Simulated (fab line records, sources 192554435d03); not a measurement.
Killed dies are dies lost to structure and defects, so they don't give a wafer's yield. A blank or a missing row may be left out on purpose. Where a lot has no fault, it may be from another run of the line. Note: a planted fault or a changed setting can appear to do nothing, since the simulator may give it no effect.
Split-lot study + flow n5 finfet + 21 wafers read across 7 lots, on a route 1938 steps long

THE SPLIT ITSELF
At N5_MOL_CONTACT_COAG_SPUTTER_130 (material Co, target thk 47.5 nm), the setting power w was moved away from the recipe's 3000 W on 6 of the 21 wafers read, by -9.5% to +5.3%. This setting was run at the recipe's value on the other wafers.

Reading taken at the split's own step.

THE READING
Co_of_MOL_CONTACT_COAG_SPUTTER_130.thk nm (the simulator's own value, which no gauge read), in nm, at N5_MOL_CONTACT_COAG_SPUTTER_130 (material Co, target thk 47.5 nm). There is no usual value for it anywhere in the file. The 15 wafers here that ran the recipe average 47.5 nm, standard deviation 0.48 nm.

| wafer  | tool, chamber at the split | power w as run, W | against the recipe | Co_of_MOL_CONTACT_COAG_SPUTTER_130.thk nm, nm | against lot-mates on the recipe |
|--------|----------------------------|-------------------|--------------------|-----------------------------------------------|---------------------------------|
| L075.1 | pvd sputter-03, -          | 2716              | -9.5%              | 43.2                                          | -4.6                            |
| L075.2 | pvd sputter-03, -          | 3000              | recipe             | 47.8                                          | -                               |
| L075.3 | pvd sputter-03, -          | 2716              | -9.5%              | 42.6                                          | -5.2                            |
| L076.1 | pvd sputter-02, -          | 3000              | recipe             | 47                                            | -                               |
| L076.3 | pvd sputter-02, -          | 3000              | recipe             | 47.8                                          | -                               |
| L076.6 | pvd sputter-02, -          | 3000              | recipe             | 46.8                                          | -                               |
| L080.1 | pvd sputter-01, -          | 3000              | recipe             | 47.2                                          | -                               |
| L080.2 | pvd sputter-01, -          | 3158              | +5.3%              | 49.4                                          | +2.3                            |
| L080.4 | pvd sputter-01, -          | 3000              | recipe             | 47                                            | -                               |
| L082.1 | pvd sputter-01, -          | 2821              | -6.0%              | 45                                            | no lot-mate on the recipe       |
| L082.5 | pvd sputter-01, -          | 2821              | -6.0%              | 45                                            | no lot-mate on the recipe       |
| L082.3 | pvd sputter-01, -          | 2821              | -6.0%              | 44.6                                          | no lot-mate on the recipe       |
| L088.3 | pvd sputter-02, -          | 3000              | recipe             | 48                                            | -                               |
| L088.4 | pvd sputter-02, -          | 3000              | recipe             | 47.6                                          | -                               |
| L088.6 | pvd sputter-02, -          | 3000              | recipe             | 47.8                                          | -                               |
| L094.2 | pvd sputter-02, -          | 3000              | recipe             | 47.6                                          | -                               |
| L094.4 | pvd sputter-02, -          | 3000              | recipe             | 48                                            | -                               |
| L094.6 | pvd sputter-02, -          | 3000              | recipe             | 48.2                                          | -                               |
| L096.2 | pvd sputter-01, -          | 3000              | recipe             | 47                                            | -                               |
| L096.4 | pvd sputter-01, -          | 3000              | recipe             | 47.4                                          | -                               |
| L096.6 | pvd sputter-01, -          | 3000              | recipe             | 46.6                                          | -                               |

FIT RESULTS
A straight line over all 21 wafers: Co_of_MOL_CONTACT_COAG_SPUTTER_130.thk nm changes by +0.452 nm for each +1% of power w; r = +0.96; the points scatter about the line by 0.46 nm.
The same after taking each lot's own level away (the mean of its wafers on the recipe; 18 wafers): +0.505 nm for each +1%; r = +0.99; scatter 0.3 nm.
According to that fit, moving power w by its largest amount changes the reading by 4.8 nm.
Across the lots, their own levels run from 47.00 to 47.93 nm, a range of 2.0 times the standard deviation given above.
Hence the slope depends on the lot-to-lot level, as the two fits are not the same.
Check: with one of the wafers moved furthest among these (-9.5%) left out of the fit, the line predicts -4.98 nm for it against its lot-mates. Against them it came out at -4.6 nm.

THE OTHER SPLITS THESE WAFERS WENT THROUGH
These wafers also went through other splits before the reading. Each is held against what the fit with the lots' levels taken away leaves over:
| other split on the same wafers       | wafers away from the commonest value | r with Co_of_MOL_CONTACT_COAG_SPUTTER_130.thk nm (lot level and that fit taken away) |
|--------------------------------------|--------------------------------------|--------------------------------------------------------------------------------------|
| N5_WELL_APT_COAT_02 spin rpm         | 6                                    | +0.12                                                                                |
| N5_WELL_APT_PEB_23 peb temp c        | 5                                    | -0.24                                                                                |
| N5_WELL_APT_DESCUM_30 time s         | 8                                    | +0.04                                                                                |
| N5_FIN_SAQP_EXPOSE_13 dose mj        | 10                                   | +0.35                                                                                |
| N5_DUMMY_GATE_ETCH_31 target depth a | 7                                    | -0.04                                                                                |
| N5_SD_EPI_P_EXPOSE_06 dose mj        | 6                                    | +0.09                                                                                |
| N5_SD_EPI_P_PEB_07 peb time s        | 9                                    | +0.32                                                                                |
| N5_HKMG_FIN_HK_ALD_01 ald cycles     | 3                                    | +0.05                                                                                |
| N5_HKMG_FIN_COAT_43 spin rpm         | 8                                    | +0.25                                                                                |

THE FILE'S OWN FIT
Co_of_MOL_CONTACT_COAG_SPUTTER_130.thk nm changes by +0.498 nm for each +1% of power w, r = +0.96.
